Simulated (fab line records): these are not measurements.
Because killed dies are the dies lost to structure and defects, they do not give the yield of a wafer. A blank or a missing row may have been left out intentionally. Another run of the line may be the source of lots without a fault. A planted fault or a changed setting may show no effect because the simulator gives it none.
Matching of chambers :: flow nandHarc :: 4 sister chambers for NHARC_P_M1_DESCUM_14 on rieDiel-13
The step chemistry O2, time 3 s. 4 wafers are shown with their chamber, then 7 later ones without.

## EACH WAFER AND ITS CHAMBER
wafer: L078.3
chamber: 3
drypumpMotorCurrentA (A): 6.4

wafer: L084.2
chamber: 1
drypumpMotorCurrentA (A): 5.0

wafer: L085.1
chamber: 2
drypumpMotorCurrentA (A): 5.8

wafer: L085.2
chamber: 0
drypumpMotorCurrentA (A): 6.3

## WAFERS WITHOUT THEIR CHAMBER
wafer: L085.6
drypumpMotorCurrentA (A): 6.5

wafer: L088.1
drypumpMotorCurrentA (A): 6.3

wafer: L088.2
drypumpMotorCurrentA (A): 5.7

wafer: L088.4
drypumpMotorCurrentA (A): 5.0

wafer: L090.1
drypumpMotorCurrentA (A): 5.1

wafer: L090.2
drypumpMotorCurrentA (A): 6.3

wafer: L090.6
drypumpMotorCurrentA (A): 6.4

## WHICH CHAMBER EACH ONE RAN IN
wafer: L085.6
from the rows above: can't be placed: 3 or 0
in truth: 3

wafer: L088.1
from the rows above: can't be placed: 0 or 3
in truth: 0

wafer: L088.2
from the rows above: 2
in truth: 2

wafer: L088.4
from the rows above: 1
in truth: 1

wafer: L090.1
from the rows above: 1
in truth: 1

wafer: L090.2
from the rows above: can't be placed: 0 or 3
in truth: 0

wafer: L090.6
from the rows above: can't be placed: 3 or 0
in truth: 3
Placed correctly: 3 of 7. Not placeable from these rows: 4 (in 4, the candidates include the true chamber). Wrongly placed: 0.
How it was worked out, from the rows above alone: a wafer's distance from a chamber is the root of the sum, over the readings, of the square of ((its reading less the chamber's mean) divided by the reading's scatter). If the next closest chamber is less than 2 further off than the closest, the wafer can't be placed; otherwise it belongs to the closest. For every chamber, the mean is computed from those of its wafers that are shown. The scatter: with one shown wafer a chamber, the root of the mean of the squares of how far each hidden wafer lies from its nearest shown one.
